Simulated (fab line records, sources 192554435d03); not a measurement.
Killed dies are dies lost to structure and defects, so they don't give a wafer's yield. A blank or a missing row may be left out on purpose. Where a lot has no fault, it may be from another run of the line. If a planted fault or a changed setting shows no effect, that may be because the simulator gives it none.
Which of the tools did it?    flow n5-finfet    9 lots, 27 wafers sampled, at 5 steps of a route of 1938

WHAT THE GAUGES READ, wafer by wafer
N5_BEOL_M4_RC_MEAS_101. Usual: DIBL_N 36.4 mV/V, standard deviation 1.7; DIBL_P 36.4 mV/V, standard deviation 2.1; IOFF_N 0.16 nA/um, standard deviation 0.035; IOFF_P 0.21 nA/um, standard deviation 0.035; ION_N 680 uA/um, standard deviation 11; ION_P 465 uA/um, standard deviation 6.8; SS_N 71.5 mV/dec, standard deviation 0.58; SS_P 73.2 mV/dec, standard deviation 0.72; VT_N 249 mV, standard deviation 3.6; VT_P -250 mV, standard deviation 3.1.
lot   measured      on         DIBL_N (mV/V)   DIBL_P (mV/V)   IOFF_N (nA/um)  IOFF_P (nA/um)  ION_N (uA/um)  ION_P (uA/um)  SS_N (mV/dec)   SS_P (mV/dec)   VT_N (mV)    VT_P (mV)       flag
L551  day 9 22:27   prober-01  36.3 34.1 36.1  35.4 33.1 35.0  0.15 0.13 0.15  0.22 0.19 0.22  689 670 683    472 466 474    71.8 71.3 71.7  73.4 72.8 73.1  252 252 252  -248 -246 -246  
L559  day 11 16:40  prober-01  34.4 36.8 37.4  34.9 37.8 38.2  0.12 0.15 0.16  0.16 0.20 0.20  665 668 682    453 456 465    69.9 71.1 71.3  72.7 73.4 73.6  255 254 253  -258 -252 -254  
L560  day 11 20:44  prober-02  34.3 32.1 35.0  33.7 33.2 36.9  0.13 0.11 0.15  0.17 0.17 0.20  657 669 663    460 466 458    71.6 70.7 71.1  72.2 72.4 73.0  254 252 249  -251 -253 -249  
L561  day 12 04:37  prober-01  34.6 35.9 36.6  35.4 36.7 36.7  0.13 0.16 0.17  0.18 0.20 0.19  671 684 684    468 471 466    69.9 71.1 71.0  72.8 73.8 73.2  252 251 253  -253 -252 -252  
L562  day 12 09:25  prober-02  37.1 36.5 34.3  38.1 37.3 35.6  0.16 0.15 0.13  0.22 0.21 0.19  680 656 668    461 452 465    71.9 71.4 71.2  73.2 72.5 72.7  250 254 255  -251 -250 -248  
L563  day 12 14:55  prober-02  34.0 37.2 35.8  33.9 36.5 35.5  0.12 0.16 0.14  0.15 0.19 0.18  664 674 676    457 458 464    71.4 71.8 70.8  72.0 72.7 72.2  256 250 252  -253 -252 -255  
L565  day 13 14:23  prober-01  36.7 35.4 35.4  38.0 35.9 36.5  0.19 0.17 0.18  0.23 0.19 0.19  681 684 690    460 460 466    71.7 71.5 71.6  73.4 73.1 73.5  245 246 248  -249 -253 -254  
L567  day 13 18:07  prober-01  38.1 36.0 34.3  38.2 34.8 33.1  0.17 0.14 0.12  0.26 0.20 0.18  678 674 669    476 470 466    71.5 71.9 70.5  74.7 72.7 72.2  251 252 254  -248 -250 -251  
L568  day 13 21:46  prober-01  36.0 34.6 38.6  36.2 33.8 39.1  0.16 0.12 0.21  0.23 0.19 0.28  678 665 692    470 464 469    71.7 71.1 72.3  72.8 72.1 74.4  248 252 247  -249 -251 -247  

TOOL THAT RAN EACH LOT (tool first, then ch and the chambers of the sampled wafers, then the start)
lot   N5_HKMG_FIN_ETCH_35                N5_HKMG_FIN_STRIP_92               N5_HKMG_FIN_STRIP_19                  N5_HKMG_FIN_ALD_91
L551  rie-diel-04 ch 0,1,3, day 5 16:41  rie-diel-04 ch 0,1,3, day 5 16:50  plasma-asher-02 ch 0,1, day 5 16:59   ald-metal-03 ch 0,1,3, day 5 17:22
L559  rie-diel-02 ch 2,3, day 7 16:29    rie-diel-02 ch 2,3, day 7 16:38    plasma-asher-02 ch 0,1, day 7 16:54   ald-metal-02 ch 0,1, day 7 17:10
L560  rie-diel-04 ch 0,2,3, day 7 21:20  rie-diel-04 ch 0,2,3, day 7 21:29  plasma-asher-02 ch 0,1, day 7 21:38   ald-metal-03 ch 0,1,3, day 7 22:01
L561  rie-diel-02 ch 0,2,3, day 8 03:07  rie-diel-02 ch 0,2,3, day 8 03:15  plasma-asher-01 ch 0,1, day 8 03:24   ald-metal-01 ch 1,2,3, day 8 03:47
L562  rie-diel-04 ch 0,1,2, day 8 08:29  rie-diel-04 ch 0,1,2, day 8 08:38  plasma-asher-01 ch 0,1, day 8 08:49   ald-metal-03 ch 0,1,2, day 8 09:13
L563  rie-diel-04 ch 1,2,3, day 8 14:18  rie-diel-04 ch 1,2,3, day 8 14:26  plasma-asher-02 ch 0,1, day 8 14:35   ald-metal-03 ch 0,1,2, day 8 14:58
L565  rie-diel-02 ch 1,2,3, day 9 02:36  rie-diel-02 ch 1,2,3, day 9 02:45  plasma-asher-02 ch 1, day 9 02:54     ald-metal-03 ch 0,1,3, day 9 03:23
L567  rie-diel-04 ch 1,2,3, day 9 16:10  rie-diel-04 ch 1,2,3, day 9 16:19  plasma-asher-01 ch 0,1, day 9 16:28   ald-metal-03 ch 0,2,3, day 9 16:52
L568  rie-diel-04 ch 1,2,3, day 9 23:49  rie-diel-04 ch 1,2,3, day 9 23:58  plasma-asher-02 ch 0,1, day 10 00:13  ald-metal-03 ch 1,2, day 10 00:29
- N5_HKMG_FIN_ETCH_35: etches SOC in N2/H2, target depth 215.8 nm, time 243.4 s.
- N5_HKMG_FIN_STRIP_92: strips SOC in N2/H2, time 20 s.
- N5_HKMG_FIN_STRIP_19: strips in N2/H2, time 360 s.
- N5_HKMG_FIN_ALD_91: deposits TiN, target thk 1 nm, pulse time 1 s, purge time 3 s.

AS READ BY THE TOOLS THEMSELVES (means over the sampled wafers that have a number; for cases with no such wafer, the mark the record gives instead)
N5_HKMG_FIN_ETCH_35. Usual: drypump-motor-current-A 5.9 A, standard deviation 0.55; oes-product-au 0.78 a.u., standard deviation 0.069; rf-vpp-V 141.5 V, standard deviation 1.1; showerhead-plenum-p-Torr 2.52 Torr, standard deviation 0.073; throttle-valve-pct 17.9 %, standard deviation 0.32.
lot   tool         drypump-motor-current-A (A)  oes-product-au (a.u.)  rf-vpp-V (V)  showerhead-plenum-p-Torr (Torr)  throttle-valve-pct (%)  flag
L551  rie-diel-04  6.0                          0.74                   140.7         2.46                             18.2                    
L559  rie-diel-02  5.3                          0.74                   141.4         2.57                             18.1                    
L560  rie-diel-04  6.1                          0.79                   141.1         2.44                             17.9                    
L561  rie-diel-02  5.5                          0.73                   142.2         2.60                             18.1                    
L562  rie-diel-04  6.3                          0.77                   140.9         2.47                             18.0                    
L563  rie-diel-04  5.8                          0.77                   141.8         2.48                             18.0                    
L565  rie-diel-02  5.8                          0.74                   141.7         2.57                             18.1                    
L567  rie-diel-04  5.9                          0.77                   140.4         2.47                             18.0                    
L568  rie-diel-04  5.8                          0.77                   141.1         2.47                             18.0                    

N5_HKMG_FIN_STRIP_92. Usual: for bias-power-w, 8.001 W with a standard deviation of 0.024; for chamber-pressure-mTorr, 50.00 mTorr with a standard deviation of 0.045; for drypump-motor-current-A, 5.9 A with a standard deviation of 0.55; for oes-product-au, 0.78 a.u. with a standard deviation of 0.072; for rf-vpp-V, 54.1 V with a standard deviation of 0.79; for showerhead-plenum-p-Torr, 3.33 Torr with a standard deviation of 0.092; for throttle-valve-pct, 19.1 % with a standard deviation of 0.47.
lot   tool         bias-power-w (W)  chamber-pressure-mTorr (mTorr)  drypump-motor-current-A (A)  oes-product-au (a.u.)  rf-vpp-V (V)  showerhead-plenum-p-Torr (Torr)  throttle-valve-pct (%)  flag
L551  rie-diel-04  8.005             49.98                           6.0                          0.74                   54.1          3.26                             19.4                    
L559  rie-diel-02  -                 -                               -                            -                      -             -                                -                       OFF
L560  rie-diel-04  -                 -                               -                            -                      -             -                                -                       OFF
L561  rie-diel-02  -                 -                               -                            -                      -             -                                -                       OFF
L562  rie-diel-04  7.987             49.99                           6.3                          0.77                   54.4          3.26                             19.2                    
L563  rie-diel-04  8.003             49.99                           5.8                          0.78                   53.5          3.28                             19.3                    
L565  rie-diel-02  7.991             49.97                           5.8                          0.74                   54.2          3.39                             19.3                    
L567  rie-diel-04  7.996             50.01                           5.8                          0.78                   53.3          3.27                             19.3                    
L568  rie-diel-04  8.000             49.98                           5.8                          0.77                   53.9          3.27                             19.3                    

N5_HKMG_FIN_STRIP_19. Usual: drypump-motor-current-A 5.6 A, standard deviation 0.55; h2-flow-sccm 3250 sccm, standard deviation 9.5; heater-power-w 488 W, standard deviation 53.
lot   tool             drypump-motor-current-A (A)  h2-flow-sccm (sccm)  heater-power-w (W)  flag
L551  plasma-asher-02  5.3                          3251                 466                 
L559  plasma-asher-02  5.1                          3239                 464                 
L560  plasma-asher-02  5.3                          3241                 474                 
L561  plasma-asher-01  6.2                          3247                 550                 
L562  plasma-asher-01  6.1                          3258                 541                 
L563  plasma-asher-02  5.1                          3250                 464                 
L565  plasma-asher-02  5.6                          3262                 470                 
L567  plasma-asher-01  6.1                          3244                 546                 
L568  plasma-asher-02  5.3                          3252                 472                 

N5_HKMG_FIN_ALD_91. Usual: heater-power-w 809 W, standard deviation 83; precursor-pulse-height-rel 0.999, standard deviation 0.02.
lot   tool          heater-power-w (W)  precursor-pulse-height-rel  flag
L551  ald-metal-03  816                 1.004                       
L559  ald-metal-02  873                 0.992                       
L560  ald-metal-03  823                 0.995                       
L561  ald-metal-01  788                 0.990                       
L562  ald-metal-03  742                 1.005                       
L563  ald-metal-03  760                 0.974                       
L565  ald-metal-03  811                 1.018                       
L567  ald-metal-03  763                 0.998                       
L568  ald-metal-03  769                 1.010                       

THE ANSWER, worked out from the rows above alone
Rule: lot off if the mean of its wafers having a number is beyond 3 standard deviations from the usual mean. A lot without any number at a reading at which 4 lots or more have one is off too. All remaining lots with rows at the step are treated as sound. Order of review: gauges by route order, followed by the tools' own readings, for which a lot's mean as printed above is used. The first step at which some lot is off is used, and at that step the reading that is off furthest; a lot without a number counts as furthest.
Off, at N5_HKMG_FIN_STRIP_92 on bias-power-w: L559, L560, L561. Without a number there: L559, L560, L561.
If a tool, at that step or one of the process steps before it, ran each lot that is off and ran no sound lot following the first of them, it fits. Of those tried, none fits.

WHAT WAS PUT IN BY THE SIMULATOR
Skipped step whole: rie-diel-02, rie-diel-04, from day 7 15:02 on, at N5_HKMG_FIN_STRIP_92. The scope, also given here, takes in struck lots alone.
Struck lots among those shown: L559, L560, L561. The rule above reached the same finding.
